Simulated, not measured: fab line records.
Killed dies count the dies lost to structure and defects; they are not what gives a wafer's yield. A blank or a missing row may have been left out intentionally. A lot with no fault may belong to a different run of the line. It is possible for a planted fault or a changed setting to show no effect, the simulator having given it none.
Problem report, 8D (eight disciplines) form, completed by code -- flow nand harc -- the parts of the form that need people (team, actions taken, sign-off) are left out

1. WHAT WENT WRONG
cd nm at NHARC_A_CONTACT_CD_MEAS_42 reads a mean of 323.3 nm on 6 wafers of 2 lots; wafers without a fault read 300.1 nm with a standard deviation of 0.56. That puts it +41 standard deviations away from the usual mean.
The step: target cd 300 nm.
Seen first at day 27 02:51 on cd sem-02, wafer L413.2. Wafers with a number at this step in the record: 33, from 11 lots. Rule for "out" (also "out of limits"): further than 4 standard deviations from the usual mean. All remaining wafers that have a number are taken as sound.

2. WHAT IT IS, WHAT IT ISN'T
question,is,is not
which readings at this step,cd nm,-
which lots,"L413, L418","L404, L408, L411, L412, L420, L421, L422, L423, L426"
which wafers of those lots,all that have a number,-
read on which gauges,"cd sem-01, cd sem-02",cd sem-03
when,from day 27 02:51,"up to then (12 sound wafers); but 15 sound wafers of L420, L421, L422, L423, L426 came after"

3. SUSPECTS, AND WHAT RULES EACH OUT
Counting: a tool at a process step up to the reading stays a suspect if it ran every lot that is out and no sound lot after the first of them.
- the gauge at NHARC_A_CONTACT_CD_MEAS_42 has been ruled out. Those wafers that are out were read across 2 gauges (cd sem-01, cd sem-02).
- arfi scanner-02 at NHARC_A_CONTACT_EXPOSE_39 (exposes mask A CC 3): kept. Every lot that is out went through it, starting with L413 (day 27 02:43), and after that it ran no sound lot; the last sound lot it ran before then is L412 (day 25 08:50). On those wafers its own readings are out: exposure dose mJ cm2.
The count leaves arfi scanner-02 at NHARC_A_CONTACT_EXPOSE_39.

4. THE CAUSE (what the simulator had put in)
Process parameter drift: arfi scanner-02, from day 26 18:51 on, at NHARC_A_CONTACT_EXPOSE_39. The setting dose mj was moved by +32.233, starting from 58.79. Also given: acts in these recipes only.
Only this tool survived the counting.

5. THE CHAIN OF EFFECTS, in route order
One row per reading whose mean, taken over the struck wafers that have a number, lies over 3 standard deviations from the usual. Scope: only readings with a usual standard deviation given in the record; hours: median across lots of the time from each lot's start at the first step in this table that gives one to its start at this step; sigmas: change in usual standard deviations.
hours,step,reading,usual,on struck wafers,change,sigmas
0,NHARC_A_CONTACT_EXPOSE_39,exposure dose mJ cm2,58.79,88.08,+29.29,+99 or more
0,NHARC_A_CONTACT_CD_MEAS_42,cd nm,300.1 nm,323.3,+23.2,+41
Process steps it contains:
- NHARC_A_CONTACT_EXPOSE_39: exposes mask A CC 3.

6. HOW IT WOULD HAVE BEEN CAUGHT EARLIER
The first out-of-limits reading at a measuring or inspecting step in this record came at day 27 02:51, 8 hours after the fault's start at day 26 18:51.
Tool's own readings at NHARC_A_CONTACT_EXPOSE_39, exposure dose mJ cm2: out on all struck wafers the step has rows for; an alarm limit on them would have tripped on the first.
Of the lots that are out (2), L418 began NHARC_A_CONTACT_EXPOSE_39 on arfi scanner-02 after day 27 02:51. It would have been spared by a hold on the tool at that moment.
